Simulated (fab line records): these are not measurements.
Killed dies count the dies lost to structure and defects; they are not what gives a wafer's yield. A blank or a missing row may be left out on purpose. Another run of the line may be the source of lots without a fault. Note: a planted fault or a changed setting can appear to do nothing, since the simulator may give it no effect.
fab line records	flow nand-harc
record lots=24	wafers=72	last-day=33
route steps=1302 shown P_ZERO_WELL@18 P_GATE@189 P_CONTACT@232
lots with no fault: from the same line, run without faults
start-h: start of the lot's first displayed wafer, in hours after the record's first day	wait-h: hours elapsed since this lot's preceding step	" the same as in the row above	L1.1+2: a row that stands for several wafers	- no value, or no start was given	* or withheld: withheld	< > ~ a bound
route shown NAME@n: names a module that has steps shown in the file, with the first one's number in the route	usual: mean and standard deviation over wafers with no fault	same: alike in all rows	chamber/n: place in a boat	sites: the reading at each site	_std_site: the standard deviation of these	_edge_site: mean of outer sites minus mean of inner sites	radius-mm: how far each site lies from the wafer's centre	mask NAME#n: copy n	behind: the last tool/chamber to shape the wafer	hold: the reason the lot was held/the length of the hold in hours/how it ended	device: whichever transistor did not switch (one of n, p or np)	end of line: the same wafers' tests at the end of the route	a step without rows: its recipe alone	killed: the dies lost at the first sort to structure and to defects; this is not the yield of the wafer	map: a wafer's dies, marking killed ones x, the rest . and places with no die _
set.NAME: the run value of the setting; set.NAME@STEP: its run value at that earlier step	model.NAME: the simulator's own value behind a step, which no gauge read
a sample of lots followed through the steps of the route, with each step as a table and each wafer as a row
services: the hour from which a tool's chamber was out of use, counted from the record's first day as start-h (under 0 if before that day), plus the number of hours and why
## steps
# step NHARC_P_ZERO_WELL_ETCH_62
# recipe target-depth-a=130	time-s=6.5	chf3-flow-sccm=50	ar-flow-sccm=200	rf-w=500	bias-w=200	chemistry=CHF3/Ar
# usual drypump-motor-current-A=5.7/0.41	oes-product-au=0.963/0.018	rf-vpp-V=370.1/2.6	showerhead-plenum-p-Torr=2.32/0.11	throttle-valve-pct=20.218/0.0096
lot.wafer	tool	chamber	start-h	wait-h	drypump-motor-current-A	oes-product-au	rf-hours-counter-h	rf-vpp-V	showerhead-plenum-p-Torr	throttle-valve-pct
L074.3	rie-diel-12	2	-	-	5.3	0.974	32	370.2	2.34	20.220
L074.1	"	3	"	"	5.7	0.982	28	371.7	2.44	20.231
L074.5	"	1	"	"	5.7	0.945	-	373.4	2.52	20.205
L075.4	rie-diel-12	1	-	-	5.8	0.940	36	375.8	2.52	20.220
L075.2	"	2	"	"	5.3	0.955	35	369.6	2.34	20.210
L075.5	"	2	"	"	5.3	0.949	-	370.4	2.34	20.214
L076.4	rie-diel-01	0	-	-	5.7	0.945	1	371.4	2.42	20.218
L076.6	"	0	"	"	5.7	0.943	-	371.2	2.42	20.194
L076.5	"	1	"	"	5.6	0.952	-	373.4	2.48	20.221
L077.2	rie-diel-04	0	-	-	6.7	0.981	14	367.1	2.22	20.230
L077.3	"	3	"	"	5.5	0.961	13	367.8	2.22	20.243
L077.6	"	1	"	"	5.7	0.985	-	371.6	2.36	20.209
L078.3	rie-diel-04	1	-	-	5.8	0.925	16	371.1	2.36	20.219
L078.1	"	2	"	"	5.2	0.922	15	365.6	2.18	20.223
L078.6	"	0	"	"	6.7	0.933	-	367.8	2.21	20.215
L079.1	rie-diel-04	0	-	-	6.7	0.989	18	367.3	2.21	20.212
L079.2	"	1	"	"	5.7	0.982	19	371.2	2.36	20.225
L079.4	"	3	"	"	5.5	0.971	16	368.2	2.22	20.210
L080.3	rie-diel-04	1	-	-	5.8	0.987	24	370.4	2.35	20.218
L080.5	"	2	"	"	5.1	0.977	-	367.0	2.17	20.222
L080.6	"	3	"	"	5.4	0.958	-	369.0	2.22	20.230
L081.1	rie-diel-04	3	-	-	5.5	0.958	23	367.4	2.22	20.211
L081.4	"	1	"	"	5.7	0.986	26	370.0	2.35	20.224
L081.6	"	3	"	"	5.5	0.959	-	368.1	2.22	20.214
L082.1	rie-diel-12	0	-	-	6.3	0.953	0	367.4	2.18	20.234
L082.2	"	1	"	"	5.8	0.948	0	376.1	2.51	20.223
L082.5	"	2	"	"	5.2	0.974	-	369.4	2.33	20.230
L083.1	rie-diel-04	1	-	-	5.7	0.962	32	372.1	2.35	20.201
L083.4	"	3	"	"	5.5	0.974	32	368.7	2.22	20.225
L083.5	"	2	"	"	5.1	0.973	-	367.2	2.17	20.223
L084.1	rie-diel-01	2	-	-	5.9	0.944	28	370.9	2.35	20.214
L084.3	"	3	"	"	5.8	0.973	27	368.6	2.26	20.234
L084.6	"	2	"	"	5.9	0.952	-	370.6	2.36	20.220
L085.1	rie-diel-04	0	-	-	6.7	0.999	38	367.6	2.21	20.208
L085.4	"	1	"	"	5.8	0.981	37	371.8	2.35	20.213
L085.6	"	0	"	"	6.7	0.982	-	369.3	2.21	20.217
L086.4	rie-diel-04	0	-	-	6.7	1.002	40	367.4	2.21	20.220
L086.2	"	1	"	"	5.7	0.971	39	370.7	2.35	20.225
L086.6	"	3	"	"	5.5	0.971	-	366.6	2.22	20.222
L087.4	rie-diel-12	3	-	-	5.6	0.935	19	373.1	2.42	20.218
L087.1	"	1	"	"	5.8	0.942	18	373.9	2.51	20.218
L087.5	"	3	"	"	5.6	0.948	-	373.8	2.42	20.211
L088.1	rie-diel-12	0	-	-	6.3	0.966	22	367.0	2.17	20.212
L088.4	"	2	"	"	5.3	0.989	22	371.6	2.32	20.217
L088.6	"	0	"	"	6.3	0.965	-	366.4	2.17	20.211
L089.1	rie-diel-12	1	-	-	5.8	0.947	25	373.1	2.50	20.240
L089.2	"	2	"	"	5.3	0.945	26	369.7	2.32	20.214
L089.4	"	3	"	"	5.7	0.956	28	372.7	2.42	20.209
L090.2	rie-diel-01	2	-	-	5.9	0.954	49	371.2	2.35	20.207
L090.3	"	3	"	"	5.8	0.955	46	366.5	2.25	20.204
L090.5	"	3	"	"	5.8	0.956	-	369.0	2.25	20.204
L091.5	rie-diel-12	3	-	-	5.6	0.970	-	371.2	2.41	20.220
L091.6	"	1	"	"	5.8	0.970	-	374.3	2.50	20.217
L091.4	"	2	"	"	5.3	0.965	-	370.1	2.32	20.219
L092.2	rie-diel-01	0	-	-	5.7	0.987	48	372.4	2.40	20.209
L092.3	"	1	"	"	5.6	0.974	52	372.4	2.46	20.225
L092.5	"	1	"	"	5.6	0.975	-	373.7	2.46	20.207
L093.1	rie-diel-04	3	-	-	5.5	0.958	5	366.7	2.21	20.227
L093.4	"	0	"	"	6.6	0.958	7	368.9	2.20	20.216
L093.6	"	3	"	"	5.5	0.952	-	367.3	2.21	20.223
L094.2	rie-diel-12	1	-	-	5.8	0.953	45	374.5	2.50	20.219
L094.3	"	2	"	"	5.3	0.973	43	368.5	2.31	20.218
L094.5	"	1	"	"	5.8	0.959	-	373.5	2.50	20.214
L095.3	rie-diel-01	0	-	-	5.7	0.969	5	371.7	2.40	20.224
L095.1	"	1	"	"	5.6	0.961	5	374.1	2.46	20.195
L095.6	"	0	"	"	5.7	0.973	-	371.3	2.40	20.201
L096.2	rie-diel-01	0	-	-	5.7	0.937	11	370.1	2.39	20.217
L096.5	"	0	"	"	5.7	0.932	-	372.9	2.39	20.215
L096.6	"	1	"	"	5.6	0.936	-	372.3	2.46	20.213
L097.2	rie-diel-01	3	-	-	5.8	0.962	14	367.6	2.24	20.209
L097.1	"	0	"	"	5.7	0.971	15	372.4	2.39	20.221
L097.4	"	2	"	"	5.9	0.950	12	369.7	2.34	20.218
# step NHARC_P_ZERO_WELL_ETCH_63
# recipe target-depth-a=1200	time-s=40.1	hbr-flow-sccm=150	cl2-flow-sccm=50	rf-w=400	icp-w=400	bias-w=100	chemistry=HBr/Cl2
# usual drypump-motor-current-A=5.8/0.4	mfc-cl2-sccm=50.00/0.14	oes-product-au=1.002/0.012	throttle-valve-pct=26.405/0.0094
lot.wafer	tool	chamber	start-h	wait-h	drypump-motor-current-A	mfc-cl2-sccm	oes-product-au	rf-hours-counter-h	throttle-valve-pct
L074.3	rie-si-03	1	21.57	-	5.3	50.10	0.985	0.99	26.398
L074.1	"	2	"	"	5.8	49.87	1.004	0.99	26.382
L074.5	"	0	"	"	5.9	49.95	1.002	-	26.397
L075.2	rie-si-03	1	31.72	-	5.2	50.08	0.983	1.06	26.394
L075.4	"	3	"	"	6.0	50.18	0.986	1.11	26.397
L075.5	"	1	"	"	5.3	49.88	0.989	-	26.403
L076.4	rie-si-01	0	41.78	-	5.3	50.13	1.001	0.21	26.406
L076.6	"	1	"	"	6.2	50.29	0.993	-	26.408
L076.5	"	2	"	"	5.5	49.84	1.007	-	26.416
L077.3	rie-si-01	1	51.68	-	6.2	50.05	1.002	0.26	26.403
L077.2	"	2	"	"	5.4	49.88	1.000	0.22	26.406
L077.6	"	0	"	"	5.3	49.88	1.007	-	26.408
L078.3	rie-si-02	1	61.66	-	6.2	49.86	1.013	0.64	26.397
L078.1	"	0	"	"	6.2	50.07	1.000	0.74	26.407
L078.6	"	2	"	"	6.6	50.07	1.020	-	26.420
L079.2	rie-si-01	0	71.68	-	5.3	50.01	1.004	0.38	26.393
L079.4	"	1	"	"	6.2	50.19	0.996	0.37	26.409
L079.1	"	2	"	"	5.4	50.04	0.996	0.32	26.398
L080.3	rie-si-03	2	81.63	-	5.8	50.06	1.005	0.20	26.413
L080.6	"	3	"	"	6.1	49.94	1.010	-	26.389
L080.5	"	0	"	"	5.9	49.73	0.997	-	26.407
L081.1	rie-si-02	2	91.67	-	6.5	50.11	1.016	0.99	26.396
L081.4	"	3	"	"	5.3	50.21	1.003	0.93	26.392
L081.6	"	1	"	"	6.2	49.86	1.001	-	26.417
L082.1	rie-si-03	3	101.77	-	6.1	49.81	1.015	0.37	26.420
L082.2	"	1	"	"	5.3	50.02	0.999	0.28	26.410
L082.5	"	3	"	"	6.0	49.82	1.010	-	26.409
L083.1	rie-si-01	1	111.66	-	6.2	50.12	0.992	0.59	26.401
L083.4	"	3	"	"	5.7	50.05	0.989	0.55	26.408
L083.5	"	1	"	"	6.2	49.81	0.983	-	26.417
L084.3	rie-si-02	0	121.78	-	6.2	50.13	1.006	0.04	26.396
L084.1	"	1	"	"	6.2	49.95	1.019	0.04	26.411
L084.6	"	0	"	"	6.2	50.16	1.003	-	26.413
L085.4	rie-si-01	1	131.56	-	6.1	50.25	0.981	0.73	26.417
L085.1	"	3	"	"	5.7	50.11	0.990	0.68	26.398
L085.6	"	1	"	"	6.1	50.06	0.993	-	26.389
L086.4	rie-si-02	2	141.65	-	6.5	50.04	1.009	0.14	26.392
L086.2	"	1	"	"	6.2	49.77	1.012	0.15	26.407
L086.6	"	2	"	"	6.5	50.01	1.009	-	26.419
L087.1	rie-si-02	3	151.85	-	5.3	49.87	1.025	0.22	26.395
L087.4	"	2	"	"	6.5	49.91	1.014	0.19	26.407
L087.5	"	0	"	"	6.2	50.18	0.992	-	26.406
L088.4	rie-si-02	0	161.67	-	6.2	50.23	0.983	0.29	26.402
L088.1	"	2	"	"	6.5	50.02	1.006	0.30	26.403
L088.6	"	3	"	"	5.3	49.95	1.021	-	26.407
L089.1	rie-si-03	3	171.76	-	6.0	50.03	1.020	0.69	26.390
L089.4	"	0	"	"	5.9	50.13	1.009	0.71	26.394
L089.2	"	1	"	"	5.3	50.07	0.998	0.76	26.414
L090.2	rie-si-03	3	181.78	-	6.1	49.84	1.012	0.74	26.409
L090.3	"	0	"	"	5.9	49.69	1.012	0.76	26.417
L090.5	"	2	"	"	5.8	49.95	1.002	-	26.400
L091.4	rie-si-02	3	191.70	-	5.3	50.05	1.027	0.50	26.404
L091.6	"	2	"	"	6.5	50.14	1.005	-	26.405
L091.5	"	3	"	"	5.4	49.86	1.022	-	26.396
L092.2	rie-si-02	1	201.68	-	6.2	49.87	1.006	0.43	26.398
L092.3	"	2	"	"	6.5	50.12	1.005	0.49	26.411
L092.5	"	0	"	"	6.2	50.10	1.005	-	26.415
L093.1	rie-si-01	1	211.95	-	6.2	50.19	1.003	0.04	26.410
L093.4	"	2	"	"	5.4	50.09	1.009	0.08	26.398
L093.6	"	1	"	"	6.2	49.97	1.001	-	26.418
L094.3	rie-si-01	3	221.67	-	5.7	49.88	0.997	0.19	26.408
L094.2	"	1	"	"	6.2	50.09	0.999	0.13	26.405
L094.5	"	2	"	"	5.4	50.06	1.001	-	26.405
L095.1	rie-si-02	2	231.69	-	6.5	50.20	1.008	0.61	26.401
L095.3	"	3	"	"	5.3	50.14	1.008	0.74	26.398
L095.6	"	1	"	"	6.2	49.82	1.003	-	26.408
L096.2	rie-si-01	0	242.18	-	5.3	50.02	0.998	0.29	26.407
L096.5	"	1	"	"	6.2	50.17	1.015	-	26.417
L096.6	"	2	"	"	5.5	50.11	1.010	-	26.399
L097.1	rie-si-01	3	251.68	-	5.8	50.09	1.002	0.43	26.394
L097.4	"	0	"	"	5.3	49.84	0.986	0.40	26.409
L097.2	"	1	"	"	6.2	50.05	1.016	0.41	26.410
# step NHARC_P_ZERO_WELL_CD_MEAS_37
# recipe target-cd-nm=720	landing-energy-ev=500
# usual cd-nm=719.5/1.8
lot.wafer	tool	chamber	start-h	wait-h	cd-nm
L074.1	cd-sem-01	0	24.15	-	718.8
L074.3	"	0	"	"	718.9
L074.5	"	0	"	"	716.8
L075.2	cd-sem-01	0	34.22	-	719.9
L075.4	"	0	"	"	719.1
L075.5	"	0	"	"	719.7
L076.4	cd-sem-03	0	44.06	-	722.9
L076.5	"	0	"	"	722.7
L076.6	"	0	"	"	718.3
L077.2	cd-sem-01	0	54.22	-	718.6
L077.3	"	0	"	"	719.0
L077.6	"	0	"	"	720.8
L078.1	cd-sem-02	0	64.32	-	718.5
L078.3	"	0	"	"	719.0
L078.6	"	0	"	"	720.1
L079.1	cd-sem-03	0	76.04	-	718.5
L079.2	"	0	"	"	717.5
L079.4	"	0	"	"	718.6
L080.3	cd-sem-01	0	84.05	-	717.7
L080.5	"	0	"	"	718.0
L080.6	"	0	"	"	719.6
L081.1	cd-sem-01	0	94.09	-	718.6
L081.4	"	0	"	"	717.2
L081.6	"	0	"	"	718.5
L082.1	cd-sem-03	0	104.33	-	719.1
L082.2	"	0	"	"	721.9
L082.5	"	0	"	"	717.7
L083.1	cd-sem-01	0	114.09	-	717.6
L083.4	"	0	"	"	720.6
L083.5	"	0	"	"	721.3
L084.1	cd-sem-01	0	124.35	-	721.5
L084.3	"	0	"	"	720.6
L084.6	"	0	"	"	723.8
L085.1	cd-sem-03	0	134.21	-	720.4
L085.4	"	0	"	"	717.0
L085.6	"	0	"	"	716.4
L086.2	cd-sem-02	0	144.13	-	718.7
L086.4	"	0	"	"	716.4
L086.6	"	0	"	"	719.4
L087.1	cd-sem-02	0	154.29	-	719.6
L087.4	"	0	"	"	716.4
L087.5	"	0	"	"	718.0
L088.1	cd-sem-01	0	164.25	-	718.1
L088.4	"	0	"	"	719.6
L088.6	"	0	"	"	716.8
L089.1	cd-sem-01	0	174.33	-	720.7
L089.2	"	0	"	"	720.7
L089.4	"	0	"	"	721.5
L090.2	cd-sem-03	0	184.41	-	721.6
L090.3	"	0	"	"	720.2
L090.5	"	0	"	"	721.6
L091.4	cd-sem-02	0	194.26	-	718.3
L091.5	"	0	"	"	718.3
L091.6	"	0	"	"	717.4
L092.2	cd-sem-02	0	204.10	-	720.3
L092.3	"	0	"	"	717.6
L092.5	"	0	"	"	719.4
L093.1	cd-sem-01	0	214.41	-	721.8
L093.4	"	0	"	"	718.3
L093.6	"	0	"	"	718.8
L094.2	cd-sem-03	0	224.26	-	722.6
L094.3	"	0	"	"	717.3
L094.5	"	0	"	"	722.6
L095.1	cd-sem-01	0	234.11	-	719.9
L095.3	"	0	"	"	719.7
L095.6	"	0	"	"	720.0
L096.2	cd-sem-02	0	244.81	-	719.4
L096.5	"	0	"	"	720.0
L096.6	"	0	"	"	720.0
L097.1	cd-sem-02	0	253.99	-	719.1
L097.2	"	0	"	"	717.0
L097.4	"	0	"	"	718.8
# step NHARC_P_ZERO_WELL_DESCUM_39
# recipe time-s=3	o2-flow-sccm=200	ar-flow-sccm=0	bias-power-w=0	chemistry=O2
# usual drypump-motor-current-A=5.7/0.41	oes-product-au=1.002/0.0098	rf-vpp-V=57.6/0.89	showerhead-plenum-p-Torr=1.90/0.092	throttle-valve-pct=11.311/0.009
lot.wafer	tool	chamber	start-h	wait-h	drypump-motor-current-A	oes-product-au	rf-hours-counter-h	rf-vpp-V	showerhead-plenum-p-Torr	throttle-valve-pct
L074.1	rie-diel-01	3	24.31	-	5.7	1.004	43	57.3	1.85	11.325
L074.3	"	0	"	"	5.7	0.989	49	58.0	1.98	11.310
L074.5	"	0	"	"	5.7	0.999	-	58.9	1.98	11.317
L075.2	rie-diel-12	3	34.50	-	5.6	1.003	34	56.9	1.99	11.321
L075.4	"	1	"	"	5.8	1.000	38	58.7	2.06	11.308
L075.5	"	2	"	"	5.3	0.999	-	57.0	1.91	11.308
L076.4	rie-diel-12	1	44.25	-	5.8	1.004	43	59.4	2.06	11.324
L076.6	"	2	"	"	5.3	1.009	-	58.0	1.91	11.300
L076.5	"	3	"	"	5.7	1.010	-	58.4	1.99	11.307
L077.3	rie-diel-01	2	54.40	-	5.9	0.988	7	58.4	1.93	11.294
L077.2	"	3	"	"	5.8	1.000	8	57.9	1.84	11.326
L077.6	"	1	"	"	5.6	0.990	-	57.4	2.03	11.304
L078.1	rie-diel-04	0	64.50	-	6.6	1.023	16	57.1	1.80	11.317
L078.3	"	1	"	"	5.7	1.013	17	56.6	1.93	11.305
L078.6	"	3	"	"	5.5	0.991	-	56.5	1.81	11.303
L079.4	rie-diel-04	2	76.20	-	5.1	0.990	21	56.3	1.77	11.312
L079.2	"	0	"	"	6.7	1.015	22	57.5	1.80	11.311
L079.1	"	1	"	"	5.8	1.003	23	56.7	1.92	11.313
L080.3	rie-diel-04	0	84.21	-	6.7	1.012	24	57.1	1.80	11.314
L080.6	"	0	"	"	6.7	1.024	-	57.6	1.80	11.307
L080.5	"	1	"	"	5.8	0.998	-	57.1	1.92	11.304
L081.1	rie-diel-04	0	94.25	-	6.7	1.004	27	57.0	1.80	11.320
L081.4	"	1	"	"	5.8	0.996	27	57.1	1.92	11.325
L081.6	"	0	"	"	6.7	1.012	-	57.1	1.80	11.325
L082.1	rie-diel-04	2	104.49	-	5.1	0.995	30	56.9	1.77	11.312
L082.2	"	3	"	"	5.5	0.990	29	56.9	1.81	11.313
L082.5	"	2	"	"	5.1	1.010	-	57.8	1.77	11.326
L083.4	rie-diel-01	2	114.28	-	5.8	0.995	26	57.9	1.92	11.300
L083.1	"	3	"	"	5.8	1.011	26	56.0	1.84	11.296
L083.5	"	0	"	"	5.7	1.009	-	58.4	1.97	11.304
L084.3	rie-diel-04	3	124.54	-	5.5	0.995	34	57.2	1.81	11.304
L084.1	"	0	"	"	6.7	1.015	36	57.8	1.80	11.304
L084.6	"	0	"	"	6.7	1.005	-	57.2	1.80	11.314
L085.1	rie-diel-01	0	134.40	-	5.7	1.018	30	57.1	1.97	11.299
L085.4	"	1	"	"	5.5	1.006	31	57.2	2.02	11.301
L085.6	"	3	"	"	5.8	1.010	-	58.5	1.84	11.312
L086.2	rie-diel-12	3	144.30	-	5.6	1.006	17	59.3	1.98	11.316
L086.4	"	0	"	"	6.3	1.001	17	58.2	1.77	11.304
L086.6	"	2	"	"	5.3	1.014	-	58.0	1.90	11.322
L087.1	rie-diel-01	3	154.47	-	5.8	0.993	37	57.4	1.84	11.290
L087.4	"	0	"	"	5.7	1.000	36	57.5	1.96	11.319
L087.5	"	3	"	"	5.8	1.003	-	58.1	1.84	11.298
L088.1	rie-diel-04	0	164.41	-	6.7	1.009	45	56.2	1.80	11.319
L088.4	"	1	"	"	5.7	0.997	45	57.7	1.92	11.310
L088.6	"	1	"	"	5.8	0.995	-	57.7	1.92	11.317
L089.1	rie-diel-01	3	174.49	-	5.8	1.002	45	56.0	1.83	11.302
L089.4	"	1	"	"	5.5	1.002	46	57.9	2.02	11.318
L089.2	"	2	"	"	5.9	0.984	47	58.1	1.92	11.318
L090.3	rie-diel-01	0	184.56	-	5.7	1.020	45	58.6	1.96	11.302
L090.2	"	2	"	"	5.9	0.995	51	55.3	1.92	11.327
L090.5	"	0	"	"	5.7	1.023	-	58.1	1.96	11.323
L091.4	rie-diel-01	3	194.44	-	5.8	1.009	51	58.9	1.83	11.320
L091.6	"	1	"	"	5.5	1.003	-	56.9	2.02	11.315
L091.5	"	2	"	"	5.9	0.988	-	57.8	1.91	11.310
L092.3	rie-diel-12	2	204.85	-	5.3	1.005	36	57.3	1.89	11.315
L092.2	"	3	"	"	5.6	1.012	38	58.4	1.97	11.318
L092.5	"	3	"	"	5.6	0.999	-	58.4	1.97	11.306
L093.1	rie-diel-04	0	214.59	-	6.7	1.021	8	58.0	1.79	11.314
L093.4	"	1	"	"	5.8	1.005	9	57.8	1.91	11.295
L093.6	"	3	"	"	5.5	1.011	-	58.6	1.80	11.295
L094.3	rie-diel-04	1	224.42	-	5.8	1.018	12	57.2	1.91	11.313
L094.2	"	3	"	"	5.5	0.997	9	55.4	1.80	11.304
L094.5	"	1	"	"	5.7	1.000	-	58.1	1.91	11.309
L095.3	rie-diel-12	0	234.27	-	6.3	0.994	45	58.0	1.76	11.309
L095.1	"	1	"	"	5.8	0.995	48	57.8	2.04	11.309
L095.6	"	0	"	"	6.3	0.992	-	58.3	1.76	11.308
L096.2	rie-diel-01	0	245.00	-	5.7	1.008	14	57.9	1.95	11.310
L096.6	"	1	"	"	5.6	1.005	-	56.8	2.01	11.326
L096.5	"	2	"	"	5.9	0.999	-	57.2	1.91	11.299
L097.1	rie-diel-04	3	254.15	-	5.5	0.985	22	58.3	1.79	11.306
L097.2	"	1	"	"	5.8	1.004	23	57.1	1.91	11.301
L097.4	"	3	"	"	5.4	0.994	-	55.9	1.79	11.310
# step NHARC_P_GATE_STRIP_112
# recipe power-w=1500	temp-c=110	time-s=200	chemistry=N2/H2
# usual drypump-motor-current-A=5.6/0.42	heater-power-w=96/12
lot.wafer	tool	chamber	start-h	wait-h	drypump-motor-current-A	heater-power-w	rf-hours-counter-h
L074.1	plasma-asher-02	1	107.11	0.2	5.7	82	5
L074.3	"	0	"	"	5.9	93	-
L074.5	"	0	"	"	5.9	93	-
L075.2	plasma-asher-02	0	122.43	0.2	5.9	94	8
L075.4	"	1	"	"	5.7	85	-
L075.5	"	0	"	"	5.9	95	-
L076.4	plasma-asher-02	0	126.67	0.2	5.8	94	-
L076.5	"	0	"	"	5.9	94	-
L076.6	"	1	"	"	5.7	82	-
L077.2	plasma-asher-02	0	140.35	0.2	5.9	92	11
L077.3	"	0	"	"	5.9	94	-
L077.6	"	0	"	"	5.9	93	-
L078.1	plasma-asher-01	0	156.10	0.2	6.0	106	32
L078.3	"	0	"	"	6.1	107	-
L078.6	"	0	"	"	6.0	108	-
L080.3	plasma-asher-02	0	168.58	0.2	5.9	94	-
L080.6	"	0	"	"	5.9	92	-
L080.5	"	1	"	"	5.7	82	-
L079.1	plasma-asher-02	1	169.16	0.2	5.7	80	20
L079.2	"	0	"	"	5.9	95	20
L079.4	"	1	"	"	5.7	81	-
L081.1	plasma-asher-01	0	179.81	0.2	6.0	111	1
L081.4	"	0	"	"	6.0	113	-
L081.6	"	0	"	"	6.0	112	-
L082.2	plasma-asher-02	0	197.29	0.2	5.9	95	26
L082.1	"	1	"	"	5.7	82	26
L082.5	"	0	"	"	5.9	92	-
L083.1	plasma-asher-01	0	204.02	0.2	6.1	111	5
L083.4	"	1	"	"	5.0	96	-
L083.5	"	0	"	"	6.0	112	-
L084.1	plasma-asher-02	0	215.78	0.2	5.9	94	29
L084.3	"	0	"	"	5.9	96	-
L084.6	"	1	"	"	5.7	82	-
L085.1	plasma-asher-01	0	233.47	0.2	6.0	115	11
L085.4	"	0	"	"	6.0	116	-
L085.6	"	0	"	"	6.0	111	-
L086.2	plasma-asher-01	1	234.02	0.2	5.0	97	11
L086.4	"	0	"	"	6.0	115	-
L086.6	"	0	"	"	6.0	113	-
L087.1	plasma-asher-01	0	239.60	0.2	6.0	115	13
L087.4	"	0	"	"	6.0	112	-
L087.5	"	1	"	"	4.9	95	-
L089.2	plasma-asher-01	1	256.85	0.2	5.0	92	16
L089.1	"	0	"	"	6.0	112	16
L089.4	"	0	"	"	6.0	113	-
L088.1	plasma-asher-01	1	259.37	0.2	4.9	95	17
L088.4	"	0	"	"	6.0	111	-
L088.6	"	0	"	"	6.1	115	-
L090.2	plasma-asher-01	1	273.83	0.2	5.0	97	18
L090.3	"	1	"	"	5.0	94	-
L090.5	"	1	"	"	5.0	92	-
L091.4	plasma-asher-02	1	280.71	0.2	5.7	77	-
L091.5	"	1	"	"	5.7	75	-
L091.6	"	0	"	"	5.9	96	-
L092.2	plasma-asher-01	0	292.76	0.2	6.0	114	23
L092.3	"	1	"	"	4.9	93	-
L092.5	"	1	"	"	4.9	97	-
L093.1	plasma-asher-02	0	297.54	0.2	5.9	94	8
L093.4	"	0	"	"	5.9	95	-
L093.6	"	1	"	"	5.7	76	-
L094.2	plasma-asher-01	1	315.02	0.2	5.0	93	26
L094.3	"	1	"	"	5.0	98	-
L094.5	"	1	"	"	5.0	92	-
L095.1	plasma-asher-02	0	315.23	0.2	5.9	95	11
L095.3	"	1	"	"	5.8	77	-
L095.6	"	0	"	"	5.9	96	-
L096.2	plasma-asher-01	1	330.82	0.2	5.0	92	30
L096.6	"	0	"	"	6.0	113	-
L096.5	"	1	"	"	5.0	96	-
L097.2	plasma-asher-01	1	338.42	0.2	5.0	95	32
L097.1	"	0	"	"	6.0	110	32
L097.4	"	0	"	"	6.0	114	-
# step NHARC_P_CONTACT_CD_MEAS_12
# recipe target-cd-nm=90	landing-energy-ev=500
# usual cd-nm=89.7/0.6
lot.wafer	tool	chamber	start-h	wait-h	cd-nm
L074.1	cd-sem-01	0	112.97	-	89.9
L074.3	"	0	"	"	89.2
L074.5	"	0	"	"	90.0
L075.2	cd-sem-03	0	128.16	-	89.6
L075.4	"	0	"	"	89.9
L075.5	"	0	"	"	89.9
L076.4	cd-sem-03	0	132.49	-	89.8
L076.5	"	0	"	"	89.0
L076.6	"	0	"	"	88.8
L077.2	cd-sem-02	0	146.20	-	89.7
L077.3	"	0	"	"	91.2
L077.6	"	0	"	"	90.2
L078.1	cd-sem-01	0	161.78	-	89.7
L078.3	"	0	"	"	90.1
L078.6	"	0	"	"	90.3
L080.3	cd-sem-03	0	174.36	-	89.5
L080.5	"	0	"	"	90.0
L080.6	"	0	"	"	88.8
L079.1	cd-sem-02	0	175.51	-	88.2
L079.2	"	0	"	"	88.9
L079.4	"	0	"	"	89.2
L081.1	cd-sem-03	0	185.81	-	88.8
L081.4	"	0	"	"	89.4
L081.6	"	0	"	"	89.2
L082.1	cd-sem-01	0	203.00	-	89.9
L082.2	"	0	"	"	89.8
L082.5	"	0	"	"	88.8
L083.1	cd-sem-01	0	209.95	-	90.5
L083.4	"	0	"	"	89.4
L083.5	"	0	"	"	89.4
L084.1	cd-sem-03	0	221.58	-	89.5
L084.3	"	0	"	"	89.6
L084.6	"	0	"	"	89.5
L085.1	cd-sem-01	0	239.02	-	89.4
L085.4	"	0	"	"	90.1
L085.6	"	0	"	"	89.6
L086.2	cd-sem-02	0	239.92	-	89.6
L086.4	"	0	"	"	89.6
L086.6	"	0	"	"	89.5
L087.1	cd-sem-02	0	245.58	-	89.8
L087.4	"	0	"	"	89.6
L087.5	"	0	"	"	90.8
L089.1	cd-sem-02	0	262.70	-	90.6
L089.2	"	0	"	"	91.0
L089.4	"	0	"	"	90.6
L088.1	cd-sem-03	0	265.24	-	90.0
L088.4	"	0	"	"	91.1
L088.6	"	0	"	"	90.5
L090.2	cd-sem-01	0	279.71	-	89.3
L090.3	"	0	"	"	89.7
L090.5	"	0	"	"	89.0
L091.4	cd-sem-03	0	286.46	-	89.9
L091.5	"	0	"	"	89.3
L091.6	"	0	"	"	88.5
L092.2	cd-sem-03	0	298.79	-	89.5
L092.3	"	0	"	"	89.1
L092.5	"	0	"	"	88.4
L093.1	cd-sem-03	0	303.33	-	90.1
L093.4	"	0	"	"	90.7
L093.6	"	0	"	"	90.4
L094.2	cd-sem-02	0	320.84	-	89.8
L094.3	"	0	"	"	88.7
L094.5	"	0	"	"	89.5
L095.1	cd-sem-01	0	321.07	-	90.0
L095.3	"	0	"	"	89.6
L095.6	"	0	"	"	90.0
L096.2	cd-sem-03	0	336.50	-	90.9
L096.5	"	0	"	"	90.1
L096.6	"	0	"	"	90.5
L097.1	cd-sem-02	0	344.15	-	89.5
L097.2	"	0	"	"	90.0
L097.4	"	0	"	"	90.3
## services
tool	chamber	start-h	hours	kind
rie-diel-04	-	2.73	9.0	pm
rie-si-01	-	16.00	9.0	pm
rie-diel-01	-	29.99	9.0	pm
rie-diel-12	3	44.87	4.6	repair
rie-diel-01	2	50.38	2.5	repair
rie-diel-04	3	56.13	2.2	repair
plasma-asher-02	-	72.03	9.0	pm
rie-diel-12	0	78.01	10.1	repair
rie-diel-12	-	91.52	9.0	pm
rie-si-02	-	100.00	9.0	pm
rie-diel-01	-	148.08	0.7	repair
rie-si-01	0	148.48	15.6	repair
plasma-asher-01	-	165.00	9.0	pm
rie-diel-12	0	180.17	12.2	repair
rie-diel-04	-	181.78	9.0	pm
rie-si-01	-	193.08	9.0	pm
rie-diel-01	-	206.99	9.0	pm
rie-diel-12	-	236.59	7.4	repair
rie-diel-04	2	241.91	2.1	repair
rie-diel-04	-	246.90	0.6	repair
plasma-asher-02	-	249.03	9.0	pm
rie-diel-04	2	252.16	2.6	repair
rie-diel-12	-	269.86	9.0	pm
rie-diel-01	0	276.17	4.3	repair
## key
fault none
